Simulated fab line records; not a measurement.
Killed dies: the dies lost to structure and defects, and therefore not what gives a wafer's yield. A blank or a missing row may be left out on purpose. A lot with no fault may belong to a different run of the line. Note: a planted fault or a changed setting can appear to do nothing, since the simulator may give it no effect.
Matching of chambers	flow nand harc	rie diel-04 running NHARC_A_CONTACT_ETCH_48: 4 sister chambers
The step etches the open film in CF4, target depth 39 nm, time 65 s. 4 wafers are shown with their chamber, then 10 later ones without.

== EACH WAFER AND ITS CHAMBER ==
wafer	chamber	drypump motor current A (A)
L079.5	1	6.7
L088.2	2	6.3
L090.2	0	6.1
L090.3	3	6.0

== WAFERS WITH NO CHAMBER GIVEN ==
wafer	drypump motor current A (A)
L090.4	6.3
L092.1	6.3
L092.3	6.0
L092.6	6.0
L096.2	6.4
L096.5	6.4
L096.6	6.0
L097.1	6.0
L097.4	6.7
L097.5	6.0

== CHAMBER TAKEN BY EACH ==
wafer	from the rows above	in truth
L090.4	2	2
L092.1	2	2
L092.3	3	3
L092.6	3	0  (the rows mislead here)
L096.2	2	2
L096.5	2	2
L096.6	3	3
L097.1	3	3
L097.4	1	1
L097.5	3	3
Correctly placed: 9 of 10. From these rows, 0 cannot be placed. Number placed wrongly: 1.
How it was worked out, from the rows above alone: a wafer's distance from a chamber is the root of the sum, over the readings, of the square of ((its reading less the chamber's mean) divided by the reading's scatter). If the next closest chamber is less than 2 further off than the closest, the wafer can't be placed; otherwise it belongs to the closest. For every chamber, the mean is computed from those of its wafers that are shown. The scatter: root of mean squared gap, hidden wafer to nearest shown wafer, with one shown wafer a chamber.
